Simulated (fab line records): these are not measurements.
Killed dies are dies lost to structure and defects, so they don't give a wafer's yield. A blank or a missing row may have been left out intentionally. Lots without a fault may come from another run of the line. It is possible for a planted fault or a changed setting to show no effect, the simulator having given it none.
Which of the tools did it? | flow n5_finfet | 11 lots, 29 wafers sampled, at 1 step of a route of 1938

== WHAT THE GAUGES SHOWED, per wafer ==
N5_BEOL_M0_SAQP_CD_MEAS_14: target cd 42.5 nm.
lot  | measured     | on        | cd_nm (nm)
L877 | day 5 10:14  | cd_sem-02 | 42.3 41.7 42.4
L878 | day 5 19:53  | cd_sem-03 | 42.3 42.7 41.7
L879 | day 6 00:32  | cd_sem-01 | 42.9 42.5 43.0
L881 | day 6 11:33  | cd_sem-02 | 42.5 43.1 42.4
L884 | day 7 07:29  | cd_sem-01 | 42.8 42.6 42.4
L886 | day 7 22:58  | cd_sem-03 | 42.2 42.9
L887 | day 8 01:43  | cd_sem-02 | 42.5 42.6 42.0
L888 | day 8 06:46  | cd_sem-01 | 42.9 42.2
L894 | day 10 03:55 | cd_sem-03 | 43.0 42.4
L898 | day 10 18:22 | cd_sem-03 | 42.8 43.2 42.8
L900 | day 11 07:58 | cd_sem-02 | 42.2 42.0

== TOOL THAT RAN EACH LOT (tool first, then ch and the chambers of the sampled wafers, then the start) ==
Record: no process step prior to these readings.

== THE ANSWER, worked out from the rows above alone ==
Rule: the lots themselves supply what counts as usual. Put in order of their means at a reading, lots are off if they are a third of the lots or fewer, leave a main group of 4 or more, and stand apart from it by a gap of 3 or more times the standard deviation of the main group's means; of several such gaps the widest counts. If all means in a main group match to the digits the tables above print for the reading, that group is not used. Also off: a lot with no number at a reading for which 4 or more lots have one. Any other lot the step has rows for is counted as sound.
No lot is off on any of the readings shown, so nothing can be concluded from this.

== WHAT WAS PUT IN BY THE SIMULATOR ==
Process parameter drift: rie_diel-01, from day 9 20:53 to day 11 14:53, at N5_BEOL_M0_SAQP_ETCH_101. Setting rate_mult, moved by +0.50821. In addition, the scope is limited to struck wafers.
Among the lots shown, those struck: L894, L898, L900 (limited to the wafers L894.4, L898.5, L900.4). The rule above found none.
